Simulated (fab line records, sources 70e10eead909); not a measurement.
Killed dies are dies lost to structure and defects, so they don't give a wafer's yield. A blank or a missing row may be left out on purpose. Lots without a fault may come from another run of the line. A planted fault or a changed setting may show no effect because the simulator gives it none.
Chamber matching | flow nand_harc | NHARC_P_CONTACT_CMP_01 on cmp-04: 4 sister chambers
The step polishes SiO2, target thk 200 nm. 4 wafers are shown with their chamber, then 9 later ones without.

WAFERS WITH THEIR CHAMBER
wafer  | chamber | motor_current_A (A)
L079.5 | 3       | 14.1
L080.6 | 0       | 11.7
L091.3 | 2       | 13.2
L091.6 | 1       | 12.8

WAFERS WITHOUT THEIR CHAMBER
wafer  | motor_current_A (A)
L095.1 | 13.2
L095.4 | 13.8
L095.6 | 14.9
L094.1 | 13.1
L094.4 | 12.1
L094.6 | 13.9
L096.1 | 12.4
L096.4 | 11.8
L096.6 | 14.2

WHICH CHAMBER EACH WENT THROUGH
wafer  | from the rows above          | in truth
L095.1 | can't be placed: 2 or 1      | 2
L095.4 | can't be placed: 3 or 2 or 1 | 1
L095.6 | 3                            | 3
L094.1 | can't be placed: 2 or 1      | 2
L094.4 | can't be placed: 0 or 1 or 2 | 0
L094.6 | can't be placed: 3 or 2      | 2
L096.1 | can't be placed: 1 or 0 or 2 | 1
L096.4 | 0                            | 0
L096.6 | 3                            | 3
Placed correctly: 3 of 9. Can't be placed from these rows: 6 (the true chamber is among the candidates in 6). Placed wrongly: 0.
How it was worked out, from the rows above alone: a wafer's distance from a chamber is the root of the sum, over the readings, of the square of ((its reading less the chamber's mean) divided by the reading's scatter). The wafer belongs to the nearest chamber; if the next one is less than 2 further off, it can't be placed. A chamber's mean is the mean of its shown wafers. The scatter: with one shown wafer a chamber, the root of the mean of the squares of how far each hidden wafer lies from its nearest shown one.
